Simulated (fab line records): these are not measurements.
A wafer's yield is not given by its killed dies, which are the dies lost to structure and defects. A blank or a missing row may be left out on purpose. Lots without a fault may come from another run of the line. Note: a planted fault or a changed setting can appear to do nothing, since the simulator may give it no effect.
Chamber matching -- flow n5-finfet -- 3 sister chambers for N5_BEOL_M1_ETCH_69 on rie-diel-04
The step etches SiARC in CF4, target depth 15.6 nm, time 26 s. 14 wafers are shown with their chamber, then 7 later ones without.

== EACH WAFER AND ITS CHAMBER ==
wafer,chamber,drypump-motor-current-A (A),throttle-valve-pct (%),showerhead-plenum-p-Torr (Torr)
L074.2,1,5.9,15.78,2.21
L074.3,0,5.6,15.59,2.10
L074.6,1,5.9,15.78,2.21
L077.1,1,5.9,15.79,2.21
L077.2,0,5.6,15.56,2.10
L077.3,2,6.5,16.19,2.10
L077.4,2,6.5,16.19,2.10
L077.5,1,5.8,15.80,2.21
L077.6,0,5.6,15.59,2.10
L078.1,1,5.9,15.80,2.21
L078.2,2,6.5,16.21,2.09
L078.5,0,5.6,15.59,2.09
L079.2,1,5.9,15.81,2.21
L079.4,1,5.9,15.81,2.21

SIGNATURES (averages over the wafers above)
reading,chamber 0,chamber 1,chamber 2,scatter within a chamber
drypump-motor-current-A,5.600,5.886,6.500,0.0279
throttle-valve-pct,15.5825,15.7957,16.1967,0.0132
showerhead-plenum-p-Torr,2.0975,2.2100,2.0967,0.00359
Rule: for a wafer and a chamber, the distance is found by dividing, reading by reading, the gap between the wafer's reading and the chamber's mean by the reading's scatter, squaring, summing and taking the root. If the next closest chamber is less than 2 further off than the closest, the wafer can't be placed; otherwise it belongs to the closest. The scatter: the root of (the sum of the squares of (reading less its chamber's mean) over the shown wafers, divided by (wafers less chambers)).

== WAFERS WITHOUT THEIR CHAMBER ==
wafer,drypump-motor-current-A (A),throttle-valve-pct (%),showerhead-plenum-p-Torr (Torr)
L079.5,6.6,16.21,2.09
L080.1,6.5,16.19,2.09
L080.3,5.9,15.81,2.21
L080.5,6.5,16.20,2.09
L087.2,5.6,15.61,2.09
L087.4,6.5,15.62,2.09
L087.5,6.6,15.63,2.09

== WHICH CHAMBER EACH ONE RAN IN ==
wafer,from the rows above,in truth
L079.5,2,2
L080.1,2,2
L080.3,1,1
L080.5,2,2
L087.2,0,0
L087.4,0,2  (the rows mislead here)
L087.5,0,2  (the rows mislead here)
Correct placement for 5 of the 7. Left unplaced by these rows: 0. 2 placed wrongly.
